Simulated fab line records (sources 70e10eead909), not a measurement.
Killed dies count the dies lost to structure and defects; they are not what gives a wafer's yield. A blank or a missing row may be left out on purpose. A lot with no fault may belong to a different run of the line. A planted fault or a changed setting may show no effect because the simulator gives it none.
What tool caused it? ; flow nand-harc ; 24 lots with 72 wafers sampled at 5 steps, on a route of 1302 steps

## WHAT THE GAUGES READ, wafer by wafer
NHARC_P_GATE_CD_MEAS_46: target cd 720 nm.
lot;measured;on;cd-nm (nm)
L074;day 5 09:14;cd-sem-01;717.7 719.6 718.7
L075;day 5 22:12;cd-sem-01;719.4 720.3 719.0
L076;day 6 08:55;cd-sem-01;722.7 722.7 720.9
L077;day 6 22:00;cd-sem-01;721.5 720.3 720.6
L078;day 7 02:26;cd-sem-01;720.4 718.6 720.9
L079;day 7 14:47;cd-sem-03;720.0 720.2 719.4
L080;day 7 23:40;cd-sem-03;721.5 721.4 721.0
L081;day 8 10:32;cd-sem-03;720.7 720.2 720.3
L082;day 8 22:28;cd-sem-01;720.2 721.4 720.7
L083;day 9 03:26;cd-sem-02;721.9 721.1 722.6
L084;day 9 20:56;cd-sem-01;720.0 720.3 720.4
L085;day 10 03:01;cd-sem-02;722.6 721.1 720.6
L086;day 10 17:34;cd-sem-02;719.7 719.1 718.4
L087;day 10 18:43;cd-sem-01;718.9 721.0 720.9
L088;day 12 00:30;cd-sem-03;721.4 722.2 720.1
L089;day 11 23:44;cd-sem-03;721.5 721.0 722.5
L090;day 12 19:41;cd-sem-01;721.6 721.7 719.4
L091;day 12 19:04;cd-sem-01;720.2 720.8 719.9
L092;day 13 11:23;cd-sem-02;720.7 721.0 719.6
L093;day 14 05:08;cd-sem-03;720.2 720.6 721.1
L094;day 13 22:56;cd-sem-02;721.5 720.0 721.3
L095;day 13 23:06;cd-sem-01;721.8 720.6 721.9
L096;day 14 13:46;cd-sem-02;720.3 718.8 719.2
L097;day 15 01:42;cd-sem-01;718.5 720.3 721.5

NHARC_P_M1_OVL_MEAS_10: pitch 260 nm.
lot;measured;on;overlay-x-nm (nm);overlay-y-nm (nm)
L074;day 6 01:51;overlay-02;-0.8 -0.6 -0.7;0.4 0.4 0.3
L075;day 6 15:07;overlay-01;1.1 1.3 0.8;-0.2 -0.6 0.1
L076;day 7 01:37;overlay-02;-2.2 -2.0 -1.8;0.2 -0.7 -0.6
L077;day 7 14:26;overlay-01;0.5 0.9 0.5;0.6 0.2 0.5
L078;day 7 19:15;overlay-02;0.1 0.2 0.0;-1.3 -1.4 -0.8
L079;day 8 07:34;overlay-01;-0.5 -0.8 -0.8;0.5 1.0 0.1
L080;day 8 16:29;overlay-02;2.3 1.6 1.6;0.1 0.5 0.0
L081;day 9 03:56;overlay-01;0.2 0.0 -0.1;-0.4 -0.8 -0.8
L082;day 9 15:49;overlay-01;1.4 1.0 1.4;-0.8 -1.2 -1.1
L083;day 9 19:29;overlay-02;-0.1 0.2 -0.2;0.0 -0.3 0.2
L084;day 10 13:44;overlay-02;-0.4 -0.2 -0.2;1.2 0.2 1.0
L085;day 10 19:29;overlay-02;1.1 0.8 1.2;1.2 0.8 1.2
L086;day 11 10:38;overlay-01;0.4 0.7 0.3;-0.3 -0.7 -0.1
L087;day 11 11:49;overlay-02;0.3 1.0 0.5;0.2 -0.4 0.1
L088;day 12 17:11;overlay-01;-0.5 -0.9 -0.9;0.2 0.2 0.2
L089;day 12 16:10;overlay-01;1.7 1.5 1.1;-1.1 -0.6 -1.3
L090;day 13 12:17;overlay-01;2.1 1.9 2.6;-0.4 -0.9 0.2
L091;day 13 11:38;overlay-01;-0.8 -0.6 -0.8;0.4 0.2 0.1
L092;day 14 04:24;overlay-01;0.4 0.8 0.3;0.6 1.0 0.6
L093;day 14 21:29;overlay-02;-0.1 0.1 -0.1;0.5 0.3 0.5
L094;day 14 15:25;overlay-02;1.0 0.4 0.4;0.9 0.4 0.5
L095;day 14 16:22;overlay-01;-0.2 -0.3 -0.7;2.0 2.3 2.3
L096;day 15 06:45;overlay-01;-1.3 -1.1 -1.2;-1.2 -0.6 -0.6
L097;day 15 18:02;overlay-02;-0.6 -0.7 0.4;0.8 0.3 0.6

## EACH LOT AND THE TOOL THAT RAN IT (in order: tool; ch and the chambers of the sampled wafers; start)
lot;NHARC_P_ZERO_WELL_ETCH_63;NHARC_P_STI_DESCUM_14;NHARC_P_GATE_ETCH_32
L074;rie-si-06 ch 0,1,2, day 1 21:41;rie-diel-06 ch 1,2,3, day 2 20:06;rie-si-06 ch 0,1,3, day 4 21:44
L075;rie-si-06 ch 0,2,3, day 2 07:42;rie-diel-06 ch 0,1,2, day 3 06:30;rie-si-01 ch 1,2,3, day 5 10:58
L076;rie-si-04 ch 1,2,3, day 2 17:41;rie-diel-06 ch 1,2,3, day 3 17:33;rie-si-01 ch 0,1,3, day 5 19:27
L077;rie-si-04 ch 0,1,3, day 3 03:41;rie-diel-08 ch 1,2, day 4 04:07;rie-si-01 ch 2,3, day 6 10:48
L078;rie-si-04 ch 1,2, day 3 13:39;rie-diel-06 ch 0,3, day 4 11:25;rie-si-06 ch 0,3, day 6 15:13
L079;rie-si-04 ch 1,2, day 3 23:33;rie-diel-11 ch 0,1, day 4 22:16;rie-si-04 ch 2,3, day 7 03:35
L080;rie-si-06 ch 1,2, day 4 09:40;rie-diel-08 ch 1,2, day 5 08:53;rie-si-06 ch 0,2,3, day 7 12:25
L081;rie-si-04 ch 0,3, day 4 19:49;rie-diel-06 ch 0,1,2, day 5 17:16;rie-si-06 ch 0,1,2, day 7 23:14
L082;rie-si-06 ch 2,3, day 5 05:43;rie-diel-06 ch 0,2, day 6 05:38;rie-si-01 ch 0,2, day 8 11:05
L083;rie-si-06 ch 0,2,3, day 5 15:40;rie-diel-08 ch 0,1,2, day 6 14:40;rie-si-01 ch 1,2,3, day 8 16:07
L084;rie-si-04 ch 0,1,3, day 6 01:34;rie-diel-11 ch 0,1,2, day 7 00:31;rie-si-06 ch 0,1,3, day 9 09:25
L085;rie-si-04 ch 0,2,3, day 6 12:01;rie-diel-11 ch 2,3, day 7 09:49;rie-si-04 ch 0,1,3, day 9 15:46
L086;rie-si-06 ch 1,2,3, day 6 21:57;rie-diel-11 ch 2,3, day 7 21:15;rie-si-01 ch 0,2, day 10 03:58
L087;rie-si-04 ch 0,2,3, day 7 07:47;rie-diel-06 ch 0,2,3, day 8 05:48;rie-si-06 ch 0,1,3, day 10 07:25
L088;rie-si-04 ch 0,2,3, day 7 17:35;rie-diel-11 ch 0,2,3, day 8 15:22;rie-si-04 ch 0,2,3, day 11 13:13
L089;rie-si-06 ch 0,1,3, day 8 03:34;rie-diel-06 ch 0,2,3, day 9 02:45;rie-si-04 ch 0,1,3, day 11 12:32
L090;rie-si-06 ch 0,3, day 8 13:32;rie-diel-08 ch 1,2,3, day 9 13:24;rie-si-06 ch 1,2, day 12 08:19
L091;rie-si-04 ch 0,1,3, day 8 23:41;rie-diel-06 ch 0,1, day 9 21:58;rie-si-04 ch 0,1,3, day 12 07:37
L092;rie-si-04 ch 0,3, day 9 09:31;rie-diel-08 ch 0,3, day 10 12:34;rie-si-06 ch 1,3, day 13 00:04
L093;rie-si-01 ch 0,1,3, day 9 19:41;rie-diel-08 ch 1,2,3, day 11 05:43;rie-si-06 ch 2,3, day 13 12:17
L094;rie-si-01 ch 2,3, day 10 06:37;rie-diel-11 ch 1,2, day 11 05:32;rie-si-01 ch 0,1,2, day 13 11:32
L095;rie-si-06 ch 2,3, day 10 15:32;rie-diel-08 ch 0,1,3, day 11 13:39;rie-si-04 ch 0,3, day 13 11:40
L096;rie-si-06 ch 0,3, day 11 01:40;rie-diel-11 ch 1,2, day 12 00:36;rie-si-04 ch 0,3, day 14 02:21
L097;rie-si-04 ch 0,1, day 11 11:46;rie-diel-08 ch 1,2,3, day 12 10:11;rie-si-01 ch 2,3, day 14 14:23
- NHARC_P_ZERO_WELL_ETCH_63: etches the open film in HBr/Cl2, target depth 120 nm, time 40.1 s.
- NHARC_P_STI_DESCUM_14: chemistry O2, time 3 s.
- NHARC_P_GATE_ETCH_32: etches the open film in HBr/Cl2, target depth 150 nm, time 100.1 s.

## WHAT THE TOOLS THEMSELVES READ (means of the sampled wafers that have a number; where no wafer has one, the mark that the record gives instead)
NHARC_P_ZERO_WELL_ETCH_63.
lot;tool;chamber-pressure-mTorr (mTorr);drypump-motor-current-A (A);oes-product-au (a.u.);throttle-valve-pct (%)
L074;rie-si-06;14.998;5.6;0.992;26.410
L075;rie-si-06;14.999;5.4;1.004;26.397
L076;rie-si-04;15.000;5.9;0.998;26.401
L077;rie-si-04;15.010;6.2;0.999;26.402
L078;rie-si-04;15.003;5.9;0.996;26.409
L079;rie-si-04;15.004;5.9;0.999;26.404
L080;rie-si-06;15.011;5.8;0.994;26.405
L081;rie-si-04;14.974;6.4;1.003;26.407
L082;rie-si-06;15.005;5.4;0.995;26.400
L083;rie-si-06;15.008;5.4;0.998;26.414
L084;rie-si-04;14.999;6.2;0.995;26.407
L085;rie-si-04;15.000;6.2;1.004;26.406
L086;rie-si-06;14.994;5.6;0.996;26.411
L087;rie-si-04;15.002;6.1;0.998;26.409
L088;rie-si-04;14.994;6.1;0.999;26.403
L089;rie-si-06;14.998;5.7;1.001;26.412
L090;rie-si-06;15.009;5.5;0.992;26.407
L091;rie-si-04;15.002;6.2;1.001;26.399
L092;rie-si-04;15.013;6.4;1.000;26.403
L093;rie-si-01;15.003;6.2;0.997;26.409
L094;rie-si-01;15.000;6.3;0.998;26.408
L095;rie-si-06;14.988;5.3;0.994;26.403
L096;rie-si-06;14.992;5.5;0.990;26.404
L097;rie-si-04;15.001;6.2;1.003;26.406

NHARC_P_STI_DESCUM_14.
lot;tool;chamber-pressure-mTorr (mTorr);drypump-motor-current-A (A);oes-product-au (a.u.);rf-vpp-V (V);showerhead-plenum-p-Torr (Torr);throttle-valve-pct (%)
L074;rie-diel-06;59.98;5.4;1.001;57.6;1.95;11.307
L075;rie-diel-06;59.98;5.3;1.004;58.0;1.98;11.310
L076;rie-diel-06;60.03;5.4;1.000;58.5;1.95;11.306
L077;rie-diel-08;60.00;6.1;1.004;58.4;2.03;11.308
L078;rie-diel-06;60.01;5.6;1.001;57.1;1.88;11.313
L079;rie-diel-11;60.00;5.7;0.992;57.2;1.90;11.319
L080;rie-diel-08;60.02;6.1;0.999;58.7;1.99;11.317
L081;rie-diel-06;60.01;5.3;1.004;58.6;1.98;11.306
L082;rie-diel-06;59.99;5.2;1.002;57.9;1.96;11.308
L083;rie-diel-08;60.00;5.6;0.994;57.1;1.94;11.303
L084;rie-diel-11;60.04;6.0;1.003;58.5;1.86;11.326
L085;rie-diel-11;60.01;5.7;1.000;57.0;1.94;11.313
L086;rie-diel-11;60.02;6.2;1.006;57.5;1.86;11.315
L087;rie-diel-06;60.03;5.4;0.994;58.2;1.94;11.309
L088;rie-diel-11;59.98;5.8;1.001;58.0;1.89;11.312
L089;rie-diel-06;59.98;5.3;0.999;58.9;1.94;11.307
L090;rie-diel-08;59.95;6.0;0.999;59.1;2.02;11.311
L091;rie-diel-06;59.98;5.5;1.004;57.7;1.95;11.306
L092;rie-diel-08;59.94;5.3;0.992;58.3;1.97;11.305
L093;rie-diel-08;59.97;5.9;0.998;57.7;2.02;11.309
L094;rie-diel-11;59.98;6.0;1.002;58.0;1.87;11.312
L095;rie-diel-08;59.96;5.5;1.003;58.2;1.94;11.306
L096;rie-diel-11;59.96;6.0;0.995;56.8;1.87;11.307
L097;rie-diel-08;59.95;6.0;1.002;58.0;2.02;11.307

NHARC_P_GATE_ETCH_32.
lot;tool;chamber-pressure-mTorr (mTorr);drypump-motor-current-A (A);oes-product-au (a.u.);throttle-valve-pct (%)
L074;rie-si-06;14.999;5.6;0.989;26.404
L075;rie-si-01;14.991;6.3;1.002;26.404
L076;rie-si-01;15.011;6.2;0.990;26.411
L077;rie-si-01;15.001;6.3;0.999;26.408
L078;rie-si-06;15.000;5.5;1.003;26.409
L079;rie-si-04;15.004;5.8;0.996;26.402
L080;rie-si-06;15.012;5.3;0.998;26.403
L081;rie-si-06;14.999;5.6;1.003;26.400
L082;rie-si-01;15.004;6.3;0.998;26.415
L083;rie-si-01;14.994;6.3;0.994;26.411
L084;rie-si-06;14.992;5.7;0.988;26.414
L085;rie-si-04;15.001;6.2;1.013;26.407
L086;rie-si-01;15.019;6.4;0.994;26.402
L087;rie-si-06;14.994;5.7;0.988;26.405
L088;rie-si-04;15.006;6.1;1.005;26.397
L089;rie-si-04;15.009;6.2;1.001;26.409
L090;rie-si-06;14.999;5.5;1.001;26.406
L091;rie-si-04;15.000;6.2;0.991;26.422
L092;rie-si-06;15.011;5.7;0.998;26.407
L093;rie-si-06;15.006;5.3;1.004;26.405
L094;rie-si-01;14.986;6.3;0.998;26.400
L095;rie-si-04;15.017;6.2;0.995;26.401
L096;rie-si-04;15.006;6.2;0.987;26.404
L097;rie-si-01;14.998;6.3;0.996;26.409

## THE ANSWER, worked out from the rows above alone
Rule: the usual values come from the lots themselves. The widest of any qualifying gaps counts: lots, ordered by their means at a reading, are off when they make up no more than a third of the lots, leave a main group of 4 or more, and stand apart from it by 3 or more times the standard deviation of that group's means. A main group whose means are all the same, to the digits that the tables above print for the reading, isn't used. Also off: a lot with no number at a reading for which 4 or more lots have one. Where the step has rows for the other lots, those lots are counted as sound. Order of review: gauges by route order, followed by the tools' own readings, for which a lot's mean as printed above is used. At the first step where some lot is off, the reading lying furthest off is the one used; lots without a number count as furthest.
No lot is off on any of the readings shown, so nothing can be concluded from this.

## WHAT THE SIMULATOR PUT IN
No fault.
